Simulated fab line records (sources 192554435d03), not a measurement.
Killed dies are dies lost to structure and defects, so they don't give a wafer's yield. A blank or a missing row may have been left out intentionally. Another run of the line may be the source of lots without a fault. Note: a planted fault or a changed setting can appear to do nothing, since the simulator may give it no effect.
Split-lot experiment | flow n5Finfet | 21 wafers read across 7 lots, on a route 1938 steps long

## ON THE SPLIT
At N5_BEOL_M2_EXPOSE_08 (exposes mask M2), the setting doseMj was moved away from the recipe's 41.25 on 6 of the 21 wafers read, by -7.2% to +6.6%. The other wafers ran this setting at the recipe's value.

## FROM THE SPLIT TO THE READING: what the file shows between them, 16 steps
- N5_BEOL_M2_PEB_09: peb time 60 s
- N5_BEOL_M2_DEVELOP_10: develop time 30 s
- N5_BEOL_M2_CD_MEAS_11: target cd 16.79 nm
- N5_BEOL_M2_DESCUM_16: chemistry O2, time 7 s
- N5_BEOL_M2_ETCH_74: etches underlayer in N2/H2, target depth 6.5 nm, time 5.2 s
- N5_BEOL_M2_ETCH_63: etches SiARC in CF4, target depth 15.6 nm, time 26 s
- N5_BEOL_M2_ETCH_64: etches SOC in N2/H2, target depth 75 nm, overetch 22.5 nm, time 121.9 s
- N5_BEOL_M2_STRIP_65: strips in N2/H2
- N5_BEOL_M2_STRIP_75: strips in N2/H2
- N5_BEOL_M2_HM_OPEN_17: chemistry Cl2/BCl3, target TiN, target depth 20 nm, overetch 6 nm
- N5_BEOL_M2_STRIP_19: strips in O2
- N5_BEOL_M2_CD_MEAS_18: pitch 36 nm, target cd 18 nm
- N5_BEOL_M2_COAT_67: time 60 s, resist thk 60 nm
- N5_BEOL_M2_COAT_68: time 60 s, resist thk 12 nm
- N5_BEOL_M2_PRECLEAN_42: cleans in residue remover, time 60 s
- N5_BEOL_M2_SRD_43: time 30 s

## THE READING
cdNm, in nm, at N5_BEOL_M2_CD_MEAS_35 (target cd 18 nm, target cd y 22.2 nm). A value of 17.9 nm with a standard deviation of 0.33 nm is what fault-free wafers of this fab line usually give.

wafer  | tool, chamber at the split | doseMj as run | against the recipe | cdNm, nm | against lot-mates on the recipe
L076.1 | euvScanner-01, 0           | 41.25         | recipe             | 18.4     | -
L076.3 | euvScanner-01, 0           | 41.25         | recipe             | 18.3     | -
L076.6 | euvScanner-01, 0           | 41.25         | recipe             | 18.2     | -
L080.2 | euvScanner-02, 0           | 41.25         | recipe             | 17.8     | -
L080.4 | euvScanner-02, 0           | 43.54         | +5.6%              | 18.9     | +1.0
L080.6 | euvScanner-02, 0           | 41.25         | recipe             | 18.0     | -
L079.2 | euvScanner-01, 0           | 40.16         | -2.6%              | 17.2     | -0.7
L079.3 | euvScanner-01, 0           | 40.16         | -2.6%              | 17.4     | -0.5
L079.5 | euvScanner-01, 0           | 41.25         | recipe             | 17.9     | -
L084.3 | euvScanner-02, 0           | 41.25         | recipe             | 17.7     | -
L084.4 | euvScanner-02, 0           | 43.98         | +6.6%              | 18.8     | +1.1
L084.6 | euvScanner-02, 0           | 43.98         | +6.6%              | 19.0     | +1.3
L088.2 | euvScanner-01, 0           | 41.25         | recipe             | 17.5     | -
L088.4 | euvScanner-01, 0           | 41.25         | recipe             | 17.5     | -
L088.6 | euvScanner-01, 0           | 41.25         | recipe             | 17.8     | -
L094.1 | euvScanner-02, 0           | 41.25         | recipe             | 18.5     | -
L094.3 | euvScanner-02, 0           | 41.25         | recipe             | 18.0     | -
L094.5 | euvScanner-02, 0           | 38.27         | -7.2%              | 16.9     | -1.4
L097.1 | euvScanner-02, 0           | 41.25         | recipe             | 17.6     | -
L097.2 | euvScanner-02, 0           | 41.25         | recipe             | 18.2     | -
L097.6 | euvScanner-02, 0           | 41.25         | recipe             | 18.1     | -

THE FIT
A straight line over all 21 wafers: cdNm changes by +0.157 nm for each +1% of doseMj; r = +0.86; the points scatter about the line by 0.29 nm.
The same after taking each lot's own level away (the mean of its wafers on the recipe; 21 wafers): +0.187 nm for each +1%; r = +0.96; scatter 0.16 nm.
According to that fit, moving doseMj by its largest amount changes the reading by 1.3 nm.
The lots' own levels span 17.60 to 18.30 nm, that is 2.1 times the standard deviation above.
Thus the slope moves with the lot-to-lot level: the two fits are different.
Check: -1.37 nm against its lot-mates is what the line predicts for one of the wafers moved furthest among these (-7.2%) when that wafer is left out of the fit. Against them it came out at -1.35 nm.

## THE WHOLE CHAIN: every reading that the file lists as answering this split, in the file's order
step                  | what it does                                                            | reading                                                             | change (the file's fit)               | r (the file's)
N5_BEOL_M2_CD_MEAS_11 | target cd 16.79 nm                                                      | cdNm                                                                | +0.183 nm for each +1% of the setting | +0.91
N5_BEOL_M2_ETCH_74    | etches underlayer in N2/H2, target depth 6.5 nm, time 5.2 s             | BEOL_M2.cdOffsetNm (the simulator's own value, which no gauge read) | +0.189 nm for each +1% of the setting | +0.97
N5_BEOL_M2_ETCH_64    | etches SOC in N2/H2, target depth 75 nm, overetch 22.5 nm, time 121.9 s | BEOL_M2.cdOffsetNm (the simulator's own value, which no gauge read) | +0.196 nm for each +1% of the setting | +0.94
N5_BEOL_M2_CD_MEAS_18 | pitch 36 nm, target cd 18 nm                                            | cdNm                                                                | +0.232 nm for each +1% of the setting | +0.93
N5_BEOL_M2_CD_MEAS_35 | target cd 18 nm, target cd y 22.2 nm                                    | cdNm                                                                | +0.186 nm for each +1% of the setting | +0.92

## FILE'S OWN FIT
cdNm changes by +0.186 nm for each +1% of doseMj, r = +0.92.
